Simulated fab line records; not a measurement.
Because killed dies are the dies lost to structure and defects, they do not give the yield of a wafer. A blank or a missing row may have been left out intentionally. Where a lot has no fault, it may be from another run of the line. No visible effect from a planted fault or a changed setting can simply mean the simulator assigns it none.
Chamber matching    flow nand harc    NHARC_A_STAIRCASE_ETCH_253 on rie diel-13: 4 sister chambers
The step etches the open film in C4F8/O2, target depth 50 nm, time 20.2 s. 4 wafers are shown with their chamber, then 12 later ones without.

== WAFERS WITH THEIR CHAMBER ==
wafer   chamber  rf vpp V (V)
L084.6  0        899
L092.2  3        905
L092.3  2        889
L092.6  1        896

== WAFERS WHOSE CHAMBER IS MISSING ==
wafer   rf vpp V (V)
L091.1  900
L091.4  887
L091.5  905
L091.2  905
L091.3  897
L091.6  887
L094.3  906
L094.4  888
L094.5  896
L096.3  905
L096.5  897
L096.6  887

== WHICH CHAMBER EACH ONE RAN IN ==
wafer   from the rows above      in truth
L091.1  0                        0
L091.4  2                        2
L091.5  3                        3
L091.2  3                        3
L091.3  can't be placed: 1 or 0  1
L091.6  2                        2
L094.3  3                        3
L094.4  2                        2
L094.5  1                        1
L096.3  3                        3
L096.5  can't be placed: 1 or 0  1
L096.6  2                        2
Correct placement for 10 of the 12. Can't be placed from these rows: 2 (the true chamber is among the candidates in 2). Number placed wrongly: 0.
How it was worked out, from the rows above alone: a wafer's distance from a chamber is the root of the sum, over the readings, of the square of ((its reading less the chamber's mean) divided by the reading's scatter). If the next closest chamber is less than 2 further off than the closest, the wafer can't be placed; otherwise it belongs to the closest. The mean given for a chamber averages the wafers shown for that chamber. The scatter: root of mean squared gap, hidden wafer to nearest shown wafer, with one shown wafer a chamber.
